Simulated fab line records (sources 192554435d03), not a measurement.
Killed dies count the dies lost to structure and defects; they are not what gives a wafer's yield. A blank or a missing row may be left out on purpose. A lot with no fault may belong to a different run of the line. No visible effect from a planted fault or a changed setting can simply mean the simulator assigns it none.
Lot-split experiment :: flow n5 finfet :: 21 wafers read from 7 lots, route of 1938 steps

## ON THE SPLIT
At N5_BEOL_M2_COAT_68 (time 60 s, resist thk 12 nm), the setting spin rpm was moved away from the recipe's 1500 rpm on 3 of the 21 wafers read, by -10.1% to +4.7%. The other wafers ran this setting at the recipe's value.

## FROM THE SPLIT TO THE READING: what the file shows between them, 4 steps
- N5_BEOL_M2_COAT_76: time 60 s, resist thk 5 nm
- N5_BEOL_M2_COAT_22: resist thk 30 nm
- N5_BEOL_M2_DESCUM_33: chemistry O2, time 7 s
- N5_BEOL_M2_ETCH_77: etches underlayer in N2/H2, target depth 6.5 nm, time 5.2 s

## THE READING
etch.depth nm (the simulator's own value, which no gauge read), in nm, at N5_BEOL_M2_ETCH_69 (etches SiARC in CF4, target depth 15.6 nm, time 26 s). No usual value for it is given in the file. The 18 wafers here that ran the recipe average 11.99 nm, standard deviation 0.029 nm.

wafer: L076.2
tool, chamber at the split: litho track-04, 0
spin rpm as run, rpm: 1500
against the recipe: recipe
etch.depth nm, nm: 11.99
against lot-mates on the recipe: -

wafer: L076.3
tool, chamber at the split: litho track-04, 0
spin rpm as run, rpm: 1500
against the recipe: recipe
etch.depth nm, nm: 11.97
against lot-mates on the recipe: -

wafer: L076.6
tool, chamber at the split: litho track-04, 0
spin rpm as run, rpm: 1500
against the recipe: recipe
etch.depth nm, nm: 11.95
against lot-mates on the recipe: -

wafer: L077.1
tool, chamber at the split: litho track-04, 0
spin rpm as run, rpm: 1500
against the recipe: recipe
etch.depth nm, nm: 11.98
against lot-mates on the recipe: -

wafer: L077.3
tool, chamber at the split: litho track-04, 0
spin rpm as run, rpm: 1500
against the recipe: recipe
etch.depth nm, nm: 12.01
against lot-mates on the recipe: -

wafer: L077.5
tool, chamber at the split: litho track-04, 0
spin rpm as run, rpm: 1500
against the recipe: recipe
etch.depth nm, nm: 11.97
against lot-mates on the recipe: -

wafer: L089.1
tool, chamber at the split: litho track-01, 0
spin rpm as run, rpm: 1559
against the recipe: +3.9%
etch.depth nm, nm: 11.77
against lot-mates on the recipe: -0.20

wafer: L089.4
tool, chamber at the split: litho track-01, 0
spin rpm as run, rpm: 1500
against the recipe: recipe
etch.depth nm, nm: 11.96
against lot-mates on the recipe: -

wafer: L089.5
tool, chamber at the split: litho track-01, 0
spin rpm as run, rpm: 1500
against the recipe: recipe
etch.depth nm, nm: 11.97
against lot-mates on the recipe: -

wafer: L090.2
tool, chamber at the split: litho track-01, 0
spin rpm as run, rpm: 1500
against the recipe: recipe
etch.depth nm, nm: 12.04
against lot-mates on the recipe: -

wafer: L090.3
tool, chamber at the split: litho track-01, 0
spin rpm as run, rpm: 1500
against the recipe: recipe
etch.depth nm, nm: 12.05
against lot-mates on the recipe: -

wafer: L090.6
tool, chamber at the split: litho track-01, 0
spin rpm as run, rpm: 1500
against the recipe: recipe
etch.depth nm, nm: 12.02
against lot-mates on the recipe: -

wafer: L095.1
tool, chamber at the split: litho track-03, 0
spin rpm as run, rpm: 1500
against the recipe: recipe
etch.depth nm, nm: 11.98
against lot-mates on the recipe: -

wafer: L095.2
tool, chamber at the split: litho track-03, 0
spin rpm as run, rpm: 1500
against the recipe: recipe
etch.depth nm, nm: 12.02
against lot-mates on the recipe: -

wafer: L095.5
tool, chamber at the split: litho track-03, 0
spin rpm as run, rpm: 1349
against the recipe: -10.1%
etch.depth nm, nm: 12.66
against lot-mates on the recipe: +0.66

wafer: L094.1
tool, chamber at the split: litho track-01, 0
spin rpm as run, rpm: 1500
against the recipe: recipe
etch.depth nm, nm: 11.97
against lot-mates on the recipe: -

wafer: L094.2
tool, chamber at the split: litho track-01, 0
spin rpm as run, rpm: 1571
against the recipe: +4.7%
etch.depth nm, nm: 11.71
against lot-mates on the recipe: -0.27

wafer: L094.3
tool, chamber at the split: litho track-01, 0
spin rpm as run, rpm: 1500
against the recipe: recipe
etch.depth nm, nm: 11.98
against lot-mates on the recipe: -

wafer: L097.4
tool, chamber at the split: litho track-04, 0
spin rpm as run, rpm: 1500
against the recipe: recipe
etch.depth nm, nm: 11.98
against lot-mates on the recipe: -

wafer: L097.5
tool, chamber at the split: litho track-04, 0
spin rpm as run, rpm: 1500
against the recipe: recipe
etch.depth nm, nm: 12.02
against lot-mates on the recipe: -

wafer: L097.6
tool, chamber at the split: litho track-04, 0
spin rpm as run, rpm: 1500
against the recipe: recipe
etch.depth nm, nm: 11.95
against lot-mates on the recipe: -

FIT RESULTS
A straight line over all 21 wafers: etch.depth nm changes by -0.0642 nm for each +1% of spin rpm; r = -0.99; the points scatter about the line by 0.03 nm.
The same after taking each lot's own level away (the mean of its wafers on the recipe; 21 wafers): -0.0622 nm for each +1%; r = -0.99; scatter 0.022 nm.
That fit puts the effect of the largest move of spin rpm on the reading at 0.63 nm.
From 11.965 to 12.037 nm: that is the span of the lots' own levels, equal to 2.5 times the standard deviation above.
The two slopes are in agreement: the lot-to-lot level therefore moves the slope only a little.
Check: for one of the wafers moved furthest among these (-10.1%), held out of the fit, the line's prediction against its lot-mates is +0.538 nm. Against them it came out at +0.66 nm.

## FURTHER SPLITS ON THESE WAFERS
Other splits were also applied to these wafers ahead of the reading. Each is held against what the fit with the lots' levels taken away leaves over:
other split on the same wafers: N5_BEOL_M1_ETCH_74 bias w
wafers away from the commonest value: 4
r with etch.depth nm (lot level and that fit taken away): +0.32

other split on the same wafers: N5_BEOL_M1_COAT_68 spin rpm
wafers away from the commonest value: 5
r with etch.depth nm (lot level and that fit taken away): -0.06

other split on the same wafers: N5_BEOL_M2_COAT_67 spin rpm
wafers away from the commonest value: 6
r with etch.depth nm (lot level and that fit taken away): +0.11

## THE WHOLE CHAIN: every reading that the file lists as answering this split, in the file's order
step: N5_BEOL_M2_ETCH_69
what it does: etches SiARC in CF4, target depth 15.6 nm, time 26 s
reading: CAR-EUV_of_BEOL_M2_COAT_22.thk nm (the simulator's own value, which no gauge read)
change (the file's fit): +0.0536 nm for each +1% of the setting
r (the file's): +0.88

step: N5_BEOL_M2_ETCH_69
what it does: etches SiARC in CF4, target depth 15.6 nm, time 26 s
reading: etch.depth nm (the simulator's own value, which no gauge read)
change (the file's fit): -0.0625 nm for each +1% of the setting
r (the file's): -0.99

## THE FILE'S OWN FIT
etch.depth nm changes by -0.0625 nm for each +1% of spin rpm, r = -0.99.
